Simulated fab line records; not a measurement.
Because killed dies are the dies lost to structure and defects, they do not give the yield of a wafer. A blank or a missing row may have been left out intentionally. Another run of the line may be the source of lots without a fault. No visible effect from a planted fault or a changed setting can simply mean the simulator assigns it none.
Which tool was responsible?    flow nand harc    Sampling: 12 lots, 36 wafers, 6 of 1159 route steps

## WHAT EACH GAUGE READ, for each wafer
NHARC_A_ZERO_WELL_CD_MEAS_10: target cd 2000 nm. Usual: cd nm reads 2000.0 nm (standard deviation 2).
lot   measured      on         cd nm (nm)            flag
L697  day 6 15:53   cd sem-03  2000.5 2000.6 2001.5  
L698  day 7 01:07   cd sem-02  2000.3 2004.0 2001.2  
L700  day 7 11:15   cd sem-01  2000.6 2000.9 2001.0  
L704  day 8 03:53   cd sem-02  2000.1 2000.4 1997.5  
L705  day 8 11:56   cd sem-03  2002.3 2000.6 1999.6  
L706  day 8 15:50   cd sem-03  2000.4 2001.7 1998.7  
L707  day 8 20:33   cd sem-01  1998.1 1999.2 1999.1  
L710  day 9 16:55   cd sem-01  2001.0 2000.9 2002.9  
L712  day 10 22:50  cd sem-01  1997.7 1998.2 1997.6  
L714  day 10 23:55  cd sem-01  2004.2 2003.1 2003.4  
L717  day 11 07:30  cd sem-01  2000.9 2001.4 2000.2  
L719  day 11 23:16  cd sem-02  1997.6 1999.1 1997.7  

NHARC_A_ONON_D1_THK_MEAS_02: measures by ellipsometry. Usual: thk nm reads 998 nm (standard deviation 9.7).
lot   measured      on             thk nm (nm)     flag
L697  day 7 14:49   film metro-02  1000 998 1000   
L698  day 8 00:11   film metro-01  996 994 993     
L700  day 8 09:58   film metro-01  986 985 987     
L704  day 9 05:00   film metro-01  988 990 988     
L705  day 9 12:18   film metro-02  1009 1009 1010  
L706  day 9 12:19   film metro-02  995 994 994     
L707  day 9 21:46   film metro-02  987 989 987     
L710  day 10 15:36  film metro-01  1012 1012 1009  
L712  day 11 20:43  film metro-02  1007 1009 1010  
L714  day 11 20:43  film metro-01  1003 1001 1001  
L717  day 12 06:13  film metro-01  742 743 995     OFF
L719  day 12 21:05  film metro-01  753 754 1006    OFF

NHARC_END_SORT_01. Usual: killed at array 25, standard deviation 9.5; killed at other 0.8, standard deviation 1.2; killed at periphery 3.4, standard deviation 2.2; killed dies 29, standard deviation 10; killed open 3.3, standard deviation 1.8; killed short 2.1, standard deviation 1.4.
lot   measured      on         killed at array  killed at other  killed at periphery  killed dies  killed open  killed short  flag
L717  day 24 23:42  prober-01  675 672 44       0 1 2            2 4 9                677 677 55   1 2 5        3 2 1         OFF
L719  day 25 07:31  prober-02  674 674 29       1 0 2            2 3 2                677 677 33   3 5 4        2 2 4         OFF

## WHICH TOOL RAN EACH LOT (tool, then ch and the chambers of the sampled wafers, then the start)
lot   NHARC_P_BONDPAD_ETCH_24                        NHARC_A_ZERO_WELL_DESCUM_12         NHARC_A_ONON_D1_DEP_00
L697  rie diel-10 ch 0,1,2, day 6 15:53 or earlier   rie diel-05 ch 1,2,3, day 6 16:04   pecvd onon-02 ch 0, day 7 14:23
L698  rie diel-02 ch 2,3, day 7 01:07 or earlier     rie diel-05 ch 0,1, day 7 01:17     pecvd onon-04 ch 0, day 7 23:40
L700  rie diel-10 ch 0,1,2, day 7 11:15 or earlier   rie diel-05 ch 0,1,2, day 7 11:25   pecvd onon-02 ch 0, day 8 09:26
L704  rie diel-02 ch 0,2, day 8 03:53 or earlier     rie diel-13 ch 0,1,3, day 8 04:02   pecvd onon-02 ch 0, day 9 04:30
L705  rie diel-02 ch 0,2,3, day 8 11:56 or earlier   rie diel-05 ch 0,1, day 8 12:07     pecvd onon-02 ch 0, day 9 11:48
L706  rie diel-07 ch 2,3, day 8 15:50 or earlier     rie diel-13 ch 0,1,3, day 8 16:00   pecvd onon-03 ch 0, day 9 11:48
L707  rie diel-02 ch 0,1, day 8 20:33 or earlier     rie diel-05 ch 0,2, day 8 20:42     pecvd onon-02 ch 0, day 9 21:22
L710  rie diel-02 ch 1,2, day 9 16:55 or earlier     rie diel-05 ch 0,1,2, day 9 17:05   pecvd onon-04 ch 0, day 10 15:05
L712  rie diel-02 ch 0,1,2, day 10 22:50 or earlier  rie diel-01 ch 0,2,3, day 10 23:00  pecvd onon-02 ch 0, day 11 20:22
L714  rie diel-02 ch 1,2, day 10 23:55 or earlier    rie diel-13 ch 0,1, day 11 00:04    pecvd onon-04 ch 0, day 11 20:16
L717  rie diel-02 ch 1,2,3, day 11 07:30 or earlier  rie diel-13 ch 0,1,2, day 11 07:40  pecvd onon-02 ch 0, day 12 05:41
L719  rie diel-02 ch 0,1,2, day 11 23:16 or earlier  rie diel-05 ch 0,1,2, day 11 23:26  pecvd onon-02 ch 0, day 12 20:35
- NHARC_P_BONDPAD_ETCH_24: etches the open film in CF4/N2, target depth 30 nm, time 72.99 s.
- NHARC_A_ZERO_WELL_DESCUM_12: chemistry O2, time 3 s.
- NHARC_A_ONON_D1_DEP_00: target thk 1000 nm.

## WHAT THE TOOLS THEMSELVES READ (means of the sampled wafers that have a number; where no wafer has one, the mark that the record gives instead)
NHARC_P_BONDPAD_ETCH_24. Usual: drypump motor current A 5.9 A, standard deviation 0.36; oes product au 1.000 a.u., standard deviation 0.0086; rf vpp V 315.4 V, standard deviation 1.9; showerhead plenum p Torr 2.69 Torr, standard deviation 0.1; throttle valve pct 19.796 %, standard deviation 0.0088.
lot   tool         drypump motor current A (A)  oes product au (a.u.)  rf vpp V (V)  showerhead plenum p Torr (Torr)  throttle valve pct (%)  flag
L697  rie diel-10  5.5                          1.007                  314.3         2.64                             19.803                  
L698  rie diel-02  6.0                          0.996                  315.6         2.70                             19.797                  
L700  rie diel-10  5.5                          1.006                  314.4         2.63                             19.802                  
L704  rie diel-02  5.7                          0.994                  315.6         2.64                             19.797                  
L705  rie diel-02  5.9                          0.997                  315.5         2.71                             19.791                  
L706  rie diel-07  5.6                          1.010                  316.6         2.79                             19.798                  
L707  rie diel-02  6.0                          0.996                  316.9         2.72                             19.787                  
L710  rie diel-02  6.2                          0.998                  314.0         2.57                             19.789                  
L712  rie diel-02  6.0                          1.006                  314.5         2.64                             19.800                  
L714  rie diel-02  5.9                          1.005                  312.9         2.56                             19.798                  
L717  rie diel-02  6.0                          0.997                  314.3         2.63                             19.802                  
L719  rie diel-02  6.0                          0.992                  315.2         2.64                             19.796                  

NHARC_A_ZERO_WELL_DESCUM_12. Usual: drypump motor current A 5.80 A, standard deviation 0.28; o2 flow sccm 200.0 sccm, standard deviation 0.55; oes product au 0.995 a.u., standard deviation 0.011; rf vpp V 57.8 V, standard deviation 0.85; showerhead plenum p Torr 1.96 Torr, standard deviation 0.088; throttle valve pct 11.312 %, standard deviation 0.0097.
lot   tool         drypump motor current A (A)  o2 flow sccm (sccm)  oes product au (a.u.)  rf vpp V (V)  showerhead plenum p Torr (Torr)  throttle valve pct (%)  flag
L697  rie diel-05  5.77                         200.1                0.998                  57.6          1.89                             11.321                  
L698  rie diel-05  5.95                         200.0                0.989                  57.5          1.96                             11.319                  
L700  rie diel-05  5.93                         200.7                1.004                  57.4          1.90                             11.311                  
L704  rie diel-13  5.84                         199.8                1.002                  58.8          1.99                             11.314                  
L705  rie diel-05  5.94                         199.9                0.997                  57.8          1.96                             11.300                  
L706  rie diel-13  5.85                         199.7                0.990                  57.4          1.99                             11.319                  
L707  rie diel-05  6.13                         200.2                0.996                  57.8          1.98                             11.307                  
L710  rie diel-05  5.94                         199.6                1.006                  57.5          1.90                             11.309                  
L712  rie diel-01  5.55                         200.0                0.988                  57.8          1.99                             11.306                  
L714  rie diel-13  5.68                         199.8                0.991                  58.3          1.98                             11.319                  
L717  rie diel-13  5.69                         200.5                0.996                  58.0          1.93                             11.320                  
L719  rie diel-05  5.91                         200.4                0.999                  57.0          1.90                             11.311                  

## THE ANSWER, worked out from the rows above alone
Rule: a lot counts as off when the mean over its wafers that have a number is more than 3 standard deviations away from the usual mean. A lot without any number at a reading at which 4 lots or more have one is off too. The other lots that the step has rows for count as sound. The gauges are gone through in route order, then the tools' own readings, and for those a lot's mean is taken as printed above. The first step at which some lot is off is used, and at that step the reading that is off furthest; a lot without a number counts as furthest.
Off, at NHARC_A_ONON_D1_THK_MEAS_02 on thk nm: L717, L719.
If a tool, at a process step before that reading, ran all the lots that are off and no sound lot after the first of them, it fits. Not tried: the gauges at NHARC_A_ONON_D1_THK_MEAS_02; whatever is off there is also off at NHARC_END_SORT_01, on other tools, and gauge error can't account for it. With no start given for some of its lots, NHARC_P_BONDPAD_ETCH_24 uses the hours and lot order of NHARC_A_ZERO_WELL_CD_MEAS_10. This does not decide it: 2 tools fit, namely rie diel-02 at NHARC_P_BONDPAD_ETCH_24 and pecvd onon-02 at NHARC_A_ONON_D1_DEP_00.

## WHAT HAD BEEN PUT IN BY THE SIMULATOR
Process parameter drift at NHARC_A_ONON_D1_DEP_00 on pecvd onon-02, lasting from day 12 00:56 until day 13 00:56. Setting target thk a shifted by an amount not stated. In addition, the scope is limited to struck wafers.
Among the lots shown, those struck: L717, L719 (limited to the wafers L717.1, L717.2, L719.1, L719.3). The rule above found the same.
